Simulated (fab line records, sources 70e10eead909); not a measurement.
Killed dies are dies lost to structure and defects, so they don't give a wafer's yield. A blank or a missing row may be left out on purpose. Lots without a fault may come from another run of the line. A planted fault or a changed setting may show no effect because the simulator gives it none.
Chamber matching | flow nand_harc | NHARC_A_M1_PRE_CLEAN_32 on pecvd-02: 3 sister chambers
The step time 12 s. 6 wafers are shown with their chamber, then 8 later ones without.

WAFERS WITH THEIR CHAMBER
wafer  | chamber | heater_power_w (W)
L083.1 | 0       | 893
L083.6 | 2       | 603
L084.2 | 1       | 616
L084.3 | 0       | 872
L084.5 | 2       | 717
L085.2 | 1       | 625

WAFERS WITHOUT THEIR CHAMBER
wafer  | heater_power_w (W)
L085.4 | 618
L085.5 | 592
L089.3 | 685
L089.5 | 687
L089.6 | 648
L092.1 | 792
L092.2 | 607
L092.4 | 635

WHICH CHAMBER EACH WENT THROUGH
wafer  | from the rows above          | in truth
L085.4 | can't be placed: 1 or 2      | 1
L085.5 | can't be placed: 1 or 2      | 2
L089.3 | can't be placed: 2 or 1      | 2
L089.5 | can't be placed: 2 or 1      | 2
L089.6 | can't be placed: 2 or 1      | 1
L092.1 | can't be placed: 0 or 2 or 1 | 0
L092.2 | can't be placed: 1 or 2      | 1
L092.4 | can't be placed: 1 or 2      | 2
Placed correctly: 0 of 8. Can't be placed from these rows: 8 (the true chamber is among the candidates in 8). Placed wrongly: 0.
How it was worked out, from the rows above alone: a wafer's distance from a chamber is the root of the sum, over the readings, of the square of ((its reading less the chamber's mean) divided by the reading's scatter). The wafer belongs to the nearest chamber; if the next one is less than 2 further off, it can't be placed. A chamber's mean is the mean of its shown wafers. The scatter: the root of (the sum of the squares of (reading less its chamber's mean) over the shown wafers, divided by (wafers less chambers)).
